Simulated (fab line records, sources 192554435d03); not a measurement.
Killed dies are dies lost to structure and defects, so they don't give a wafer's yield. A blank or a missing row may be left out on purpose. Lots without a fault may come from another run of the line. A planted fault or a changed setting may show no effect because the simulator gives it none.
fab line records | flow n5_finfet | part 2 of 2: steps 15 to 15 of 15
record lots=7 wafers=21 last_day=18
route steps=1938 shown BEOL_M11@1566 PASSIVATION@1936
lots that met no fault: from a run of the same line without faults
start_h: hours from the record's first day to the start of the lot's first wafer shown | wait_h: hours since the lot's step before | " the same as in the row above | L1.1+2: a row that stands for several wafers | - no value, or no start given | * or withheld: withheld | < > ~ a bound
route shown NAME@n: a module of which the file shows steps, and the number in the route of the first | usual: mean/standard deviation of fault-free wafers | same: alike in all rows | chamber/n: place in a boat | sites: the reading at each site | _std_site: their standard deviation | _edge_site: outer sites' mean less inner sites' | radius_mm: how far each site lies from the wafer's centre | mask NAME#n: copy n | behind: the tool/chamber that last shaped the wafer | hold: why the lot was held/for how many hours/how that ended | device: the transistor (n, p or np) that didn't switch | end of line: the same wafers' tests at the end of the route | a step without rows: its recipe alone | killed: dies lost to structure and defects at the first sort, not the wafer's yield | map: a wafer's dies, x killed, . not, _ none there
set.NAME: the setting as run; set.NAME@STEP: as run at that earlier step | model.NAME: the simulator's own value behind a step, which no gauge read
lots at some steps of the route; a table a step, a row a wafer
services: from which hour (start_h, from the record's first day; less than 0 if before it) a tool's chamber was out of use, for how many hours, and why
## steps
# step N5_PASSIVATION_PROBE_49
# usual defect_limited_yield=91.3/1.4 killed_at_M0_to_M3=36/11 killed_at_M4_up=13/5.2 killed_at_contacts=13/6.5 killed_at_front_end=37/11 killed_at_other=3.6/2.9 killed_dies=103/17 killed_open=68/12 killed_short=33/7.3 sort_bin_4_leakage=0.01/0.039 sort_bin_5_function=5.2/0.91 sort_bin_6_memory=3.2/0.67 sort_n_pass=1077/17 sort_yield_pct=91.3/1.4
# same gross_dies=1180 killed_at_back_side=0 sort_bin_8_speed[%]=0
# columns lot.wafer tool chamber start_h wait_h defect_limited_yield[%] killed_at_M0_to_M3 killed_at_M4_up killed_at_contacts killed_at_front_end killed_at_other killed_dies killed_open killed_short sort_bin_4_leakage[%] sort_bin_5_function[%] sort_bin_6_memory[%] sort_n_pass sort_yield_pct[%]
L165.1 prober-01 - 322.39 0.1 91.2 36 14 21 32 1 104 64 40 0 5.0 3.7 1076 91.2
L165.2 prober-01 - 322.44 0.2 91.9 32 10 17 36 1 96 72 23 0 4.2 3.7 1084 91.9
L165.4 prober-01 - 322.54 0.3 91.7 26 11 26 32 3 98 73 25 0 4.9 2.7 1082 91.7
L166.3 prober-01 - 333.03 0.1 90.4 40 14 6 50 3 113 68 42 0 5.8 3.5 1067 90.4
L166.4 prober-01 - 333.08 0.2 90.4 40 20 12 36 5 113 79 32 0 5.4 3.7 1067 90.4
L166.5 prober-01 - 333.13 0.2 91.0 36 14 10 36 10 106 72 34 0 5.2 3.6 1074 91.0
L169.1 prober-02 - 353.53 0.0 91.9 38 8 17 30 2 95 61 33 0 5.0 3.0 1085 91.9
L169.2 prober-02 - 353.58 0.1 92.0 28 19 8 38 1 94 56 37 0 4.2 3.6 1086 92.0
L169.6 prober-02 - 353.78 0.3 89.4 44 9 22 45 5 125 86 37 0 6.4 3.9 1055 89.4
L171.1 prober-01 - 367.10 0.0 91.5 26 28 6 35 5 100 57 41 0 5.1 3.1 1080 91.5
L171.2 prober-01 - 367.15 0.1 94.2 11 14 13 31 0 69 38 29 0 3.9 1.6 1111 94.2
L171.4 prober-01 - 367.25 0.2 90.5 36 19 22 31 4 112 74 37 0 6.6 2.6 1068 90.5
L170.1 prober-01 - 367.95 0.0 88.1 44 19 7 56 14 140 85 49 0 6.9 4.6 1040 88.1
L170.4 prober-01 - 368.10 0.2 89.8 32 19 9 55 5 120 62 43 0 5.8 3.3 1060 89.8
L170.6 prober-01 - 368.20 0.3 91.4 32 12 2 51 4 101 64 33 0 4.9 3.2 1079 91.4
L178.1 prober-01 - 400.06 0.0 91.4 34 19 6 40 3 102 68 28 0.17 5.4 2.7 1076 91.2
L178.4 prober-01 - 400.21 0.2 93.7 36 6 5 23 4 74 53 20 0 3.1 3.0 1106 93.7
L178.5 prober-01 - 400.26 0.2 93.2 24 14 6 31 5 80 50 27 0.08 3.6 3.0 1099 93.1
L180.1 prober-01 - 427.29 0.0 92.1 12 14 20 45 2 93 61 28 0 5.4 2.3 1087 92.1
L180.2 prober-01 - 427.34 0.1 90.0 27 10 10 71 0 118 79 39 0 7.0 2.8 1062 90.0
L180.4 prober-01 - 427.44 0.2 90.4 25 16 20 51 1 113 74 37 0 5.7 3.7 1067 90.4
# killed by level:class
L165.1 BEOL_M1:geometric_particle:open=14 MOL_CONTACT_COAG:geometric_particle:open=11 MOL_CONTACT_COAG:geometric_particle:short=10 DUMMY_GATE:geometric_particle:open=8 BEOL_M3:geometric_particle:open=5 BEOL_M0_SAQP:geometric_particle:short=5 BEOL_M4:geometric_particle:short=5 BEOL_M4:geometric_particle:open=5
L165.2 MOL_CONTACT_COAG:geometric_particle:open=17 FIN_SAQP:geometric_particle:open=10 BEOL_M0_SAQP:geometric_particle:open=8 STI_FIN_REVEAL:geometric_particle:open=7 BEOL_M0_SAQP:geometric_particle:short=7 DUMMY_GATE:geometric_particle:open=5 BEOL_M4:geometric_particle:open=5 GATE_CUT:geometric_particle:open=4
L165.4 MOL_CONTACT_COAG:geometric_particle:open=21 BEOL_M0_SAQP:geometric_particle:open=8 BEOL_M4:geometric_particle:open=8 STI_FIN_REVEAL:geometric_particle:open=7 DUMMY_GATE:geometric_particle:open=6 MOL_CONTACT_COAG:geometric_particle:short=5 FIN_SAQP:geometric_particle:open=4 FIN_SAQP:geometric_particle:short=4
L166.3 BEOL_M2:geometric_particle:open=10 STI_FIN_REVEAL:geometric_particle:open=8 ILD0:geometric_particle:open=8 BEOL_M0_SAQP:geometric_particle:open=7 ILD0:geometric_particle:short=7 BEOL_M0_SAQP:geometric_particle:short=7 STI_FIN_REVEAL:geometric_particle:short=6 BEOL_M1:geometric_particle:open=6
L166.4 FIN_SAQP:geometric_particle:open=15 BEOL_M0_SAQP:geometric_particle:short=12 BEOL_M0_SAQP:geometric_particle:open=11 MOL_CONTACT_COAG:geometric_particle:open=10 BEOL_M2:geometric_particle:open=10 BEOL_M5:geometric_particle:open=8 FIN_SAQP:geometric_particle:short=5 STI_FIN_REVEAL:geometric_particle:open=5
L166.5 FIN_SAQP:geometric_particle:open=10 MOL_CONTACT_COAG:geometric_particle:open=9 BEOL_M3:geometric_particle:open=9 FIN_SAQP:geometric_particle:short=8 BEOL_M0_SAQP:geometric_particle:open=8 GATE_CUT:geometric_particle:short=7 BEOL_M0_SAQP:geometric_particle:short=6 BEOL_M4:geometric_particle:open=6
L169.1 MOL_CONTACT_COAG:geometric_particle:open=16 FIN_SAQP:geometric_particle:short=11 BEOL_M3:geometric_particle:open=9 BEOL_M0_SAQP:geometric_particle:short=7 BEOL_M0_SAQP:geometric_particle:open=7 STI_FIN_REVEAL:geometric_particle:open=6 BEOL_M4:geometric_particle:open=5 BEOL_M2:geometric_particle:short=4
L169.2 STI_FIN_REVEAL:geometric_particle:open=11 BEOL_M0_SAQP:geometric_particle:open=7 BEOL_M4:geometric_particle:short=7 BEOL_M2:geometric_particle:short=6 FIN_SAQP:geometric_particle:open=5 MOL_CONTACT_COAG:geometric_particle:open=5 BEOL_M4:geometric_particle:open=5 BEOL_M0:geometric_particle:short=4
L169.6 MOL_CONTACT_COAG:geometric_particle:open=15 BEOL_M2:geometric_particle:open=12 STI_FIN_REVEAL:geometric_particle:open=11 BEOL_M3:geometric_particle:open=10 BEOL_M0_SAQP:geometric_particle:open=8 FIN_SAQP:geometric_particle:short=7 MOL_CONTACT_COAG:geometric_particle:short=7 BEOL_M0_SAQP:geometric_particle:short=6
L171.1 BEOL_M4:geometric_particle:open=19 FIN_SAQP:geometric_particle:short=8 BEOL_M0_SAQP:geometric_particle:short=8 ILD0:geometric_particle:short=7 FIN_SAQP:geometric_particle:open=6 MOL_CONTACT_COAG:geometric_particle:open=6 BEOL_M0_SAQP:geometric_particle:open=6 STARTING-WAFER:geometric_particle:short=5
L171.2 MOL_CONTACT_COAG:geometric_particle:open=11 ILD0:geometric_particle:short=8 BEOL_M4:geometric_particle:open=8 FIN_SAQP:geometric_particle:short=7 FIN_SAQP:geometric_particle:open=4 STI_FIN_REVEAL:geometric_particle:open=4 BEOL_M0_SAQP:geometric_particle:short=3 FIN_CUT:geometric_particle:short=2
L171.4 MOL_CONTACT_COAG:geometric_particle:open=16 BEOL_M4:geometric_particle:open=11 BEOL_M0_SAQP:geometric_particle:open=8 BEOL_M2:geometric_particle:open=8 BEOL_M0_SAQP:geometric_particle:short=7 BEOL_M1:geometric_particle:open=7 ILD0:geometric_particle:open=6 MOL_CONTACT_COAG:geometric_particle:short=6
L170.1 FIN_SAQP:geometric_particle:short=13 BEOL_M0_SAQP:geometric_particle:open=12 FIN_SAQP:geometric_particle:open=8 BEOL_M0_SAQP:geometric_particle:short=7 MOL_CONTACT_COAG:geometric_particle:open=7 BEOL_M2:geometric_particle:open=7 BEOL_M4:geometric_particle:short=6 PASS1_CAP:geometric_particle:open=6
L170.4 BEOL_M1:geometric_particle:open=12 FIN_SAQP:geometric_particle:short=10 HKMG_FIN:area_etch=8 FIN_SAQP:geometric_particle:open=7 STI_FIN_REVEAL:geometric_particle:open=7 MOL_CONTACT_COAG:geometric_particle:open=7 GATE_CUT:geometric_particle:short=7 BEOL_M4:geometric_particle:short=7
L170.6 FIN_SAQP:geometric_particle:open=9 DUMMY_GATE:geometric_particle:open=8 FIN_SAQP:geometric_particle:short=7 STI_FIN_REVEAL:geometric_particle:open=7 BEOL_M1:geometric_particle:open=7 BEOL_M0_SAQP:geometric_particle:short=5 BEOL_M0_SAQP:geometric_particle:open=5 BEOL_M0:geometric_particle:open=3
L178.1 BEOL_M3:geometric_particle:open=12 BEOL_M4:geometric_particle:open=8 FIN_SAQP:geometric_particle:open=7 STI_FIN_REVEAL:geometric_particle:open=7 ILD0:geometric_particle:open=6 FIN_SAQP:geometric_particle:short=4 ILD0:geometric_particle:short=4 MOL_CONTACT_COAG:geometric_particle:open=4
L178.4 BEOL_M1:geometric_particle:open=10 BEOL_M3:geometric_particle:open=8 FIN_SAQP:geometric_particle:open=7 BEOL_M2:geometric_particle:open=7 FIN_SAQP:geometric_particle:short=5 MOL_CONTACT_COAG:geometric_particle:open=4 BEOL_M0_SAQP:geometric_particle:open=3 STARTING-WAFER:geometric_particle:open=3
L178.5 BEOL_M4:geometric_particle:open=10 BEOL_M0_SAQP:geometric_particle:short=7 BEOL_M0_SAQP:geometric_particle:open=6 FIN_SAQP:geometric_particle:open=5 STI_FIN_REVEAL:geometric_particle:open=5 MOL_CONTACT_COAG:geometric_particle:short=4 FIN_SAQP:geometric_particle:short=3 FIN_CUT:geometric_particle:open=3
L180.1 MOL_CONTACT_COAG:geometric_particle:open=17 FIN_SAQP:geometric_particle:short=10 FIN_SAQP:geometric_particle:open=8 STI_FIN_REVEAL:geometric_particle:open=8 DUMMY_GATE:geometric_particle:open=4 BEOL_M4:geometric_particle:open=4 ILD0:geometric_particle:open=3 GATE_CUT:geometric_particle:short=3
L180.2 FIN_SAQP:geometric_particle:open=15 FIN_SAQP:geometric_particle:short=12 STI_FIN_REVEAL:geometric_particle:open=11 DUMMY_GATE:geometric_particle:open=11 BEOL_M1:geometric_particle:open=9 GATE_CUT:geometric_particle:short=7 MOL_CONTACT_COAG:geometric_particle:open=7 BEOL_M0_SAQP:geometric_particle:open=6
L180.4 MOL_CONTACT_COAG:geometric_particle:open=17 FIN_SAQP:geometric_particle:open=12 FIN_SAQP:geometric_particle:short=10 BEOL_M2:geometric_particle:open=9 GATE_CUT:geometric_particle:short=7 STI_FIN_REVEAL:geometric_particle:open=6 BEOL_M3:geometric_particle:open=5 BEOL_M5:geometric_particle:open=5
## services
# columns tool chamber start_h hours kind
rie_diel-03 0 275.51 4.4 repair
rie_diel-03 - 281.98 0.1 repair
rie_diel-06 0 287.29 12.3 repair
rie_diel-05 2 295.07 17.0 repair
rie_diel-05 2 316.07 4.0 repair
rie_diel-03 3 317.28 3.7 repair
rie_diel-03 0 360.38 - clean
rie_diel-03 0 360.38 - consumable_replace:focus_ring
rie_diel-03 0 360.38 16.6 scheduled_down
rie_diel-03 0 360.38 16.6 vent_cycle
rie_diel-05 1 370.48 4.3 repair
rie_diel-05 1 375.69 6.9 repair
